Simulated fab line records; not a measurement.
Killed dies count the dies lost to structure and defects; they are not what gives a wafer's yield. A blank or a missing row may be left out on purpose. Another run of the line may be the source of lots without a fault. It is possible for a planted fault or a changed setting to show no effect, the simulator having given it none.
fab line records	flow nand_harc
record: lots: 5	wafers: 15	last_day: 33
route steps=1302 shown A_DECK1_JOINT@530 END@1302
lots that met no fault: from a run of the same line without faults
start_h: hours from the record's opening day to when the first of the lot's shown wafers began	wait_h: hours from the lot's prior step to this one	" same as the row above	L1.1+2: several wafers, shown together as one row	- no value present, or no start provided	* or withheld: withheld	< > ~ a bound
route shown NAME@n: NAME is a module with steps in the file, n the number in the route of the first one	usual: mean/standard deviation taken from wafers without a fault	same: alike in all rows	chamber/n: place in a boat	sites: each site's reading	_std_site: standard deviation of those values	_edge_site: mean of outer sites minus mean of inner sites	radius_mm: for every site, how far away it sits from the centre of the wafer	mask NAME#n: copy n	behind: the tool/chamber that last shaped the wafer	hold: the reason the lot was held/the length of the hold in hours/how it ended	device: transistor that didn't switch, given as n, p or np	end of line: the same wafers' tests at the end of the route	for a step that has no rows: nothing shown but its recipe	killed: dies lost to structure and defects at the first sort, not the wafer's yield	map: a wafer's dies, marking killed ones x, the rest . and places with no die _
set.NAME: the setting as run; set.NAME@STEP: as run at that earlier step	model.NAME: the simulator's own value behind a step, which no gauge read
a table for each step, a row for each wafer; lots at some steps of the route
services: the hour from which a tool's chamber was out of use, counted from the record's first day as start_h (under 0 if before that day), plus the number of hours and why
== steps ==
step: NHARC_A_DECK1_JOINT_ETCHBACK_00
recipe: target_depth_a: 300	time_s: 17.4	hbr_flow_sccm: 150	rf_w: 350	icp_w: 350	bias_w: 60	chemistry: HBr
usual: drypump_motor_current_A: 5.8/0.41	oes_product_au: 0.998/0.0099	throttle_valve_pct: 23.267/0.0093
lot.wafer	tool	chamber	start_h	wait_h	drypump_motor_current_A	oes_product_au	rf_hours_counter_h	throttle_valve_pct
L595.4	rie_si-05	2	314.12	0.1	5.7	0.986	0	23.283
L595.2	"	0	"	"	6.2	1.011	0	23.257
L595.1	"	1	"	"	6.2	0.987	0	23.266
L599.1	rie_si-04	0	351.78	0.1	6.7	0.987	0	23.258
L599.2	"	1	"	"	5.9	1.008	0	23.272
L599.4	"	2	"	"	6.0	0.997	0	23.274
L604.2	rie_si-04	2	393.48	0.1	6.0	1.005	0.3	23.269
L604.6	"	2	"	"	6.0	1.006	-	23.280
L604.5	"	3	"	"	5.7	0.995	-	23.272
L609.4	rie_si-05	0	446.93	0.1	6.2	1.005	0.7	23.254
L609.2	"	3	"	"	5.6	1.010	0.8	23.262
L609.5	"	1	"	"	6.2	1.010	-	23.283
L611.2	rie_si-05	1	464.16	0.1	6.2	1.004	1.1	23.271
L611.5	"	2	"	"	5.7	1.001	-	23.280
L611.6	"	3	"	"	5.6	1.002	-	23.281
step: NHARC_A_DECK1_JOINT_PRECLEAN_30
recipe: time_s: *	temp_c: 50	bath_age_min: 0	chemistry: SC1
step: NHARC_A_DECK1_JOINT_SRD_31
step: NHARC_A_DECK1_JOINT_CVD_34
recipe: target_thk_a: 200	temp_c: 700	pressure_mtorr: 300	material: SiNx
step: NHARC_A_DECK1_JOINT_DEP_06
recipe: target_thk_a: 800	temp_c: 65	material: SiOx
step: NHARC_A_DECK1_JOINT_CURE_26
recipe: temp_c: 150	time_s: 32	pressure_atm: 0.395
step: NHARC_A_DECK1_JOINT_ANNEAL_27
recipe: temp_c: 400	time_s: 3600	idle_temp_c: 300	ramp_up_c_per_min: 10	densification_p_h2o_torr: 640
step: NHARC_A_DECK1_JOINT_ANNEAL_28
recipe: temp_c: 500	time_s: 1800	idle_temp_c: 400	ramp_up_c_per_min: 10	densification_p_h2o_torr: 640
step: NHARC_A_DECK1_JOINT_ANNEAL_29
recipe: temp_c: 750	time_s: 1800	idle_temp_c: 500	ramp_up_c_per_min: 10	ramp_down_c_per_min: 3
step: NHARC_A_DECK1_JOINT_CMP_02
recipe: material: SiOx
usual: motor_current_A: 12.2/1.3	slurry_flow_ml_min: 150.1/0.52
lot.wafer	tool	chamber	start_h	wait_h	motor_current_A	slurry_flow_ml_min
L595.2	cmp-04	1	333.94	0.4	11.0	149.6
L595.1	"	2	"	"	11.4	150.6
L595.4	"	0	"	"	12.3	149.4
L599.1	cmp-04	0	372.71	0.4	12.4	149.6
L599.2	"	1	"	"	11.3	150.5
L599.4	"	2	"	"	11.2	150.4
L604.2	cmp-02	3	415.38	0.4	10.5	150.4
L604.5	"	2	"	"	12.7	150.4
L604.6	"	3	"	"	10.6	151.0
L609.4	cmp-04	3	468.84	0.4	14.9	149.7
L609.2	"	2	"	"	11.1	150.3
L609.5	"	3	"	"	13.7	149.2
L611.2	cmp-04	1	494.48	0.4	11.4	150.4
L611.6	"	1	"	"	10.9	150.3
L611.5	"	2	"	"	11.2	150.8
step: NHARC_A_DECK1_JOINT_SRD_15
step: NHARC_A_DECK1_JOINT_DEP_16
recipe: target_thk_a: 450	temp_c: 400	pressure_torr: 6.5	rf_w: 900	teos_flow_sccm: 161.4	flow_sccm: 2650	target_thk_nm: 45	gas: O2	material: SiO2
usual: heater_power_w: 504/89	mfc_precursor_sccm: 161.4/0.44	throttle_valve_pct: 15.8/0.51
lot.wafer	tool	chamber	start_h	wait_h	heater_power_w	mfc_precursor_sccm	throttle_valve_pct
L595.1	pecvd-01	0	334.33	0.1	449	161.1	15.8
L595.2	"	2	"	"	412	162.2	15.5
L595.4	"	1	"	"	540	161.3	16.2
L599.2	pecvd-02	2	373.13	0.1	338	161.2	15.9
L599.1	"	0	"	"	566	132.1	15.8
L599.4	"	1	"	"	553	162.3	15.8
L604.2	pecvd-03	2	415.77	0.1	583	161.2	14.6
L604.6	"	1	"	"	501	160.9	15.0
L604.5	"	2	"	"	593	161.5	14.6
L609.2	pecvd-01	1	469.25	0.1	573	161.8	16.7
L609.4	"	1	"	"	576	161.5	16.8
L609.5	"	0	"	"	537	161.1	15.8
L611.2	pecvd-02	2	494.89	0.1	348	162.2	15.7
L611.6	"	1	"	"	467	160.8	15.5
L611.5	"	0	"	"	504	161.2	15.7
step: NHARC_A_DECK1_JOINT_THK_MEAS_17
recipe: thk_meas_gauge: ellipsometry
usual: thk_nm: 45.1/1.1
lot.wafer	tool	chamber	start_h	wait_h	thk_nm
L595.1	film_metro-01	-	334.61	0.3	44.5
L595.2	"	-	"	"	44.3
L595.4	"	-	"	"	43.9
L599.1	film_metro-01	-	373.38	0.2	35.7
L599.2	"	-	"	"	45.1
L599.4	"	-	"	"	46.1
L604.2	film_metro-02	-	416.03	0.2	45.3
L604.5	"	-	"	"	46.5
L604.6	"	-	"	"	45.5
L609.2	film_metro-02	-	469.62	0.3	45.7
L609.4	"	-	"	"	46.0
L609.5	"	-	"	"	47.3
L611.2	film_metro-01	-	495.16	0.2	42.9
L611.5	"	-	"	"	45.5
L611.6	"	-	"	"	46.7
step: NHARC_A_DECK1_JOINT_INSPECT_05
usual: raw_defect_count: 308/110
lot.wafer	tool	chamber	start_h	wait_h	raw_defect_count
L595.1	defect_inspect-01	-	334.65	0.0	116
L595.2	"	-	"	"	185
L595.4	"	-	"	"	211
L599.1	defect_inspect-01	-	373.41	0.0	154
L599.2	"	-	"	"	337
L599.4	"	-	"	"	235
L604.2	defect_inspect-02	-	416.06	0.0	655
L604.5	"	-	"	"	501
L604.6	"	-	"	"	587
L609.2	defect_inspect-01	-	469.65	0.0	200
L609.4	"	-	"	"	270
L609.5	"	-	"	"	196
L611.2	defect_inspect-02	-	495.20	0.0	281
L611.5	"	-	"	"	216
L611.6	"	-	"	"	259
step: NHARC_END_SORT_01
recipe: temp_c: 25
usual: killed_at_array: 55/20	killed_at_other: 0.7/0.96	killed_at_periphery: 4.1/2.4	killed_dies: 60/20	killed_open: 3.3/1.9	killed_short: 2.8/1.6
same: gross_dies: 677
lot.wafer	tool	chamber	start_h	wait_h	killed_at_array	killed_at_other	killed_at_periphery	killed_dies	killed_open	killed_short
L604.2	prober-02	0	696.91	2.8	39	2	2	43	4	2
L604.5	prober-02	0	699.26	3.6	43	0	6	49	3	3
L604.6	prober-02	0	700.05	3.9	45	0	4	49	5	3
killed by level:class
L604.2 A_CHANNEL_HOLE_D1:chamber_film_flake=29 A_STAIRCASE:chamber_film_flake=3 A_CHANNEL_FILL_D1:geometric_particle:short=1 A_ONON_D2:geometric_particle:open=1 A_CHANNEL_HOLE_D2:geometric_particle:short=1 A_SGD_CUT:geometric_particle:open=1 A_M0:geometric_particle:open=1 P_ZERO_WELL:chamber_film_flake=1
L604.5 A_CHANNEL_HOLE_D1:chamber_film_flake=30 A_DECK1_JOINT:chamber_film_flake=3 P_BONDPAD:chamber_film_flake=2 A_SLIT:chamber_film_flake=2 A_CONTACT:chamber_film_flake=2 P_CONTACT:geometric_particle:open=1 A_ONON_D1:geometric_particle:open=1 A_CHANNEL_FILL_D1:geometric_particle:short=1
L604.6 A_CHANNEL_HOLE_D1:chamber_film_flake=34 A_CHANNEL_FILL_D1:geometric_particle:short=2 A_CHANNEL_FILL_D2:geometric_particle:open=2 P_GATE:geometric_particle:short=1 A_CHANNEL_FILL_D1:geometric_particle:open=1 A_M0:geometric_particle:open=1 A_M1:geometric_particle:open=1 P_STI:chamber_film_flake=1
== services ==
tool	chamber	start_h	hours	kind
cmp-02	-	297.53	0.9	repair
rie_si-05	-	302.72	0.8	repair
cmp-02	-	303.19	3.9	repair
rie_si-05	-	305.00	9.0	pm
rie_si-04	2	305.96	6.5	repair
cmp-04	-	307.24	4.0	pm
pecvd-01	-	311.08	13.0	pm
cmp-02	-	330.65	4.0	pm
rie_si-04	-	342.00	9.0	pm
pecvd-02	2	347.30	4.7	repair
pecvd-01	0	348.03	4.4	repair
pecvd-02	2	352.15	2.2	repair
pecvd-03	-	366.02	13.0	pm
cmp-02	-	370.27	2.7	repair
pecvd-02	2	400.28	22.6	repair
cmp-04	-	405.24	4.0	pm
pecvd-02	-	408.34	13.0	pm
rie_si-05	0	426.79	13.7	repair
cmp-02	-	428.65	4.0	pm
cmp-04	-	445.60	6.0	repair
pecvd-01	2	456.09	16.9	repair
rie_si-05	2	478.32	8.7	repair
rie_si-05	-	482.00	9.0	pm
pecvd-01	-	492.08	13.0	pm
== key ==
first_sign: step: NHARC_A_DECK1_JOINT_DEP_16	reading: mfc_precursor_sccm	direction: down	sigmas: 66	usual: 161.4	struck: 132.1
effect: step: NHARC_A_DECK1_JOINT_THK_MEAS_17	reading: thk_nm	direction: down	sigmas: 8.5	usual: 45.1	struck: 35.7
met_at NHARC_A_DECK1_JOINT_DEP_16
struck_wafers L599.1
tester_left_out L599
fault: kind: process_parameter_drift	tool: pecvd-02	chamber: 0	onset_h: 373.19	steps: NHARC_A_DECK1_JOINT_DEP_16	channel: teos_flow_sccm	offset: *	shape: step	end_h: 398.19	acts_in: *	stated: *
tester_left_out: of these lots the tester's yield and bins aren't shown, on N5 and GAA mostly nor the transistor test; their killed dies are dies lost to structure and defects alone, not to doping, threshold or leakage, so they don't give the yield
